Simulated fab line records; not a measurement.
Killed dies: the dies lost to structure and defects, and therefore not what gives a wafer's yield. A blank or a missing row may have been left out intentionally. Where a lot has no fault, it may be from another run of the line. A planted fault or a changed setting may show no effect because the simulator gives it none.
What tool caused it?	flow nand_harc	33 wafers from 11 lots sampled at 5 of the route's 1159 steps

== WHAT THE GAUGES SHOWED, per wafer ==
NHARC_END_SORT_01. Usual: defect_limited_yield 95.8 %, standard deviation 1.3; killed_at_array 24, standard deviation 8.7; killed_at_other 0.8, standard deviation 1.2; killed_at_periphery 3.6, standard deviation 2.3; killed_dies 28, standard deviation 8.9; killed_open 3.2, standard deviation 1.9; killed_short 2.0, standard deviation 1.6; sort_bin_2_pct 1.3 %, standard deviation 0.57; sort_bin_3_pct 0.22 %, standard deviation 0.19; sort_bin_4_pct 2.7 %, standard deviation 0.89; sort_n_pass 649, standard deviation 8.9; sort_rim_yield_pct 95 %, standard deviation 3.1; sort_yield_pct 95.8 %, standard deviation 1.3.
lot	measured	on	defect_limited_yield (%)	killed_at_array	killed_at_other	killed_at_periphery	killed_dies	killed_open	killed_short	sort_bin_2_pct (%)	sort_bin_3_pct (%)	sort_bin_4_pct (%)	sort_n_pass	sort_rim_yield_pct (%)	sort_yield_pct (%)	flag
L362	day 22 14:58	prober-02	94.5 51.7 94.2	27 15 29	4 2 3	6 310 7	37 327 39	5 5 2	3 1 2	1.5 16.7 2.1	0.44 1.48 0	3.5 30.1 3.7	640 350 638	97 46 94	94.5 51.7 94.2	OFF
L365	day 24 01:56	prober-02	49.6 93.9 49.8	22 29 16	2 2 1	317 10 323	341 41 340	2 6 2	4 3 1	19.8 2.7 17.6	3.99 0.15 4.58	26.6 3.2 28.1	336 636 337	50 97 48	49.6 93.9 49.8	OFF

== EACH LOT AND THE TOOL THAT RAN IT (in order: tool; ch and the chambers of the sampled wafers; start) ==
lot	NHARC_P_M2_ECD_22	NHARC_A_M1_ETCH_28	NHARC_A_M1_PVD_20	NHARC_THIN_TSV_ETCH_44
L353	ecd_cu-01 ch 0,1, day 6 06:16	rie_diel-11 ch 1,2, day 19 10:09 or earlier	pvd_sputter-03, day 19 10:09 or earlier	rie_diel-02 ch 0,3, day 19 10:09
L354	ecd_cu-02 ch 0,1, day 6 10:43	rie_diel-08 ch 0,2,3, day 19 06:47 or earlier	pvd_sputter-02, day 19 06:47 or earlier	rie_diel-12 ch 0,2,3, day 19 06:47
L356	ecd_cu-01 ch 0,1, day 6 23:19	rie_diel-07 ch 0,1,3, day 19 12:38 or earlier	pvd_sputter-02, day 19 12:38 or earlier	rie_diel-01 ch 1,2, day 19 12:38
L355	ecd_cu-01 ch 0,1, day 7 02:20	rie_diel-08 ch 0,1,3, day 19 08:30 or earlier	pvd_sputter-01, day 19 08:30 or earlier	rie_diel-12 ch 0,3, day 19 08:30
L357	ecd_cu-02 ch 0,1, day 7 03:18	rie_diel-11 ch 0,2,3, day 19 20:06 or earlier	pvd_sputter-01, day 19 20:06 or earlier	rie_diel-02 ch 1,2,3, day 19 20:06
L358	ecd_cu-02 ch 0,1, day 7 17:02	rie_diel-08 ch 1,2, day 20 01:10 or earlier	pvd_sputter-01, day 20 01:10 or earlier	rie_diel-02 ch 0,3, day 20 01:10
L362	ecd_cu-01 ch 0,1, day 8 18:11	rie_diel-07 ch 0,1,2, day 21 23:23 or earlier	pvd_sputter-01, day 21 23:23 or earlier	rie_diel-01 ch 0,1, day 21 23:23
L365	ecd_cu-01 ch 0,1, day 9 12:29	rie_diel-11 ch 1,2,3, day 23 05:38 or earlier	pvd_sputter-02, day 23 05:38 or earlier	rie_diel-12 ch 0,1,3, day 23 05:38
L367	ecd_cu-02 ch 0,1, day 10 00:46	rie_diel-08 ch 0,2,3, day 23 07:01 or earlier	pvd_sputter-03, day 23 07:01 or earlier	rie_diel-02 ch 1,2,3, day 23 07:01
L375	ecd_cu-02 ch 0,1, day 11 14:01	rie_diel-11 ch 1,2, day 24 01:23 or earlier	pvd_sputter-01, day 24 01:23 or earlier	rie_diel-01 ch 1,2, day 24 01:23
L376	ecd_cu-01 ch 0,1, day 12 03:25	rie_diel-08 ch 1,2,3, day 24 14:56 or earlier	pvd_sputter-03, day 24 14:56 or earlier	rie_diel-12 ch 0,2, day 24 14:56
- NHARC_P_M2_ECD_22: material Cu, target thk 400 nm.
- NHARC_A_M1_ETCH_28: etches the open film in CF4/N2, target depth 30 nm, time 72.99 s.
- NHARC_A_M1_PVD_20: deposits TaN, target thk 5 nm, time 8.06 s.
- NHARC_THIN_TSV_ETCH_44: etches the open film in CF4/O2, target depth 1594.2 nm, time 797.1 s.

== WHAT THE TOOLS THEMSELVES READ (means of the sampled wafers that have a number; where no wafer has one, the mark that the record gives instead) ==
NHARC_A_M1_ETCH_28. Usual: drypump_motor_current_A 5.9 A, standard deviation 0.43; mfc_ar_sccm 150.0 sccm, standard deviation 0.43; oes_product_au 1.001 a.u., standard deviation 0.012; rf_vpp_V 313.8 V, standard deviation 2; showerhead_plenum_p_Torr 2.60 Torr, standard deviation 0.11; throttle_valve_pct 19.795 %, standard deviation 0.0091.
lot	tool	drypump_motor_current_A (A)	mfc_ar_sccm (sccm)	oes_product_au (a.u.)	rf_vpp_V (V)	showerhead_plenum_p_Torr (Torr)	throttle_valve_pct (%)	flag
L353	rie_diel-11	5.8	150.2	1.001	314.7	2.62	19.800	
L354	rie_diel-08	5.6	149.8	0.995	315.1	2.64	19.789	
L356	rie_diel-07	6.0	150.2	0.997	313.1	2.53	19.794	
L355	rie_diel-08	6.0	149.7	0.996	314.3	2.67	19.794	
L357	rie_diel-11	5.7	150.5	1.011	314.4	2.59	19.796	
L358	rie_diel-08	5.9	150.5	0.996	312.2	2.51	19.792	
L362	rie_diel-07	5.9	150.3	0.992	312.3	2.59	19.791	
L365	rie_diel-11	5.6	149.8	1.008	314.6	2.64	19.793	
L367	rie_diel-08	5.6	149.7	0.998	313.2	2.64	19.794	
L375	rie_diel-11	5.7	149.8	1.021	313.0	2.55	19.796	
L376	rie_diel-08	5.8	149.6	1.001	313.6	2.56	19.800	

NHARC_A_M1_PVD_20. Usual: cathode_dc_power_W 15000 W, standard deviation 2.7; throttle_valve_pct 30.1 %, standard deviation 0.77.
lot	tool	cathode_dc_power_W (W)	throttle_valve_pct (%)	flag
L353	pvd_sputter-03	14998	29.4	
L354	pvd_sputter-02	15000	29.4	
L356	pvd_sputter-02	14998	30.2	
L355	pvd_sputter-01	15001	29.4	
L357	pvd_sputter-01	15000	30.5	
L358	pvd_sputter-01	15002	29.9	
L362	pvd_sputter-01	15002	30.0	
L365	pvd_sputter-02	14998	30.0	
L367	pvd_sputter-03	15001	30.6	
L375	pvd_sputter-01	14999	30.0	
L376	pvd_sputter-03	15000	30.1	

NHARC_THIN_TSV_ETCH_44. Usual: drypump_motor_current_A 5.8 A (standard deviation 0.3); mfc_ar_sccm 0.006 sccm (standard deviation 0.0087); o2_flow_sccm 10.00 sccm (standard deviation 0.032); oes_product_au 0.993 a.u. (standard deviation 0.015); rf_vpp_V 796 V (standard deviation 3.8); showerhead_plenum_p_Torr 1.85 Torr (standard deviation 0.059); throttle_valve_pct 16.916 % (standard deviation 0.0091).
lot	tool	drypump_motor_current_A (A)	mfc_ar_sccm (sccm)	o2_flow_sccm (sccm)	oes_product_au (a.u.)	rf_vpp_V (V)	showerhead_plenum_p_Torr (Torr)	throttle_valve_pct (%)	flag
L353	rie_diel-02	5.9	0.000	10.00	1.013	798	1.89	16.909	
L354	rie_diel-12	5.5	0.012	10.00	0.978	791	1.78	16.911	
L356	rie_diel-01	5.8	0.000	10.00	0.991	800	1.91	16.913	
L355	rie_diel-12	5.7	0.016	10.00	0.985	792	1.80	16.913	
L357	rie_diel-02	6.1	0.007	10.01	1.002	796	1.85	16.925	
L358	rie_diel-02	5.8	0.000	9.98	1.030	797	1.87	16.918	
L362	rie_diel-01	5.9	0.000	10.00	0.988	798	1.90	16.917	
L365	rie_diel-12	5.6	0.011	9.99	0.994	792	1.79	16.913	
L367	rie_diel-02	6.1	0.007	10.03	1.001	795	1.85	16.912	
L375	rie_diel-01	5.8	0.000	10.00	0.980	799	1.91	16.910	
L376	rie_diel-12	5.8	0.020	9.98	0.988	793	1.82	16.918	

== THE ANSWER, worked out from the rows above alone ==
Rule: a lot counts as off when the mean over its wafers that have a number is more than 3 standard deviations away from the usual mean. Also off: a lot with no number at a reading for which 4 or more lots have one. All remaining lots with rows at the step are treated as sound. After the gauges, taken in route order, come the tools' own readings; for these a lot's mean is taken, as printed above. At the first step where some lot is off, the reading lying furthest off is the one used; lots without a number count as furthest.
Off: L362, L365, at NHARC_END_SORT_01 (killed_at_periphery). Neither off nor sound, because the step has no rows for them: L353, L354, L356, L355, L357, L358, L367, L375, L376.
If a tool, at a process step before that reading, ran all the lots that are off and no sound lot after the first of them, it fits. Gauges at NHARC_END_SORT_01: tried the same way as those tools. With no start given for some of its lots, NHARC_A_M1_ETCH_28 uses the hours and lot order of NHARC_THIN_TSV_ETCH_44. With no start given for some of its lots, NHARC_A_M1_PVD_20 uses the hours and lot order of NHARC_THIN_TSV_ETCH_44. Can't be told from this: 2 tools fit, ecd_cu-01 at NHARC_P_M2_ECD_22, prober-02 at NHARC_END_SORT_01.

== WHAT WAS PUT IN BY THE SIMULATOR ==
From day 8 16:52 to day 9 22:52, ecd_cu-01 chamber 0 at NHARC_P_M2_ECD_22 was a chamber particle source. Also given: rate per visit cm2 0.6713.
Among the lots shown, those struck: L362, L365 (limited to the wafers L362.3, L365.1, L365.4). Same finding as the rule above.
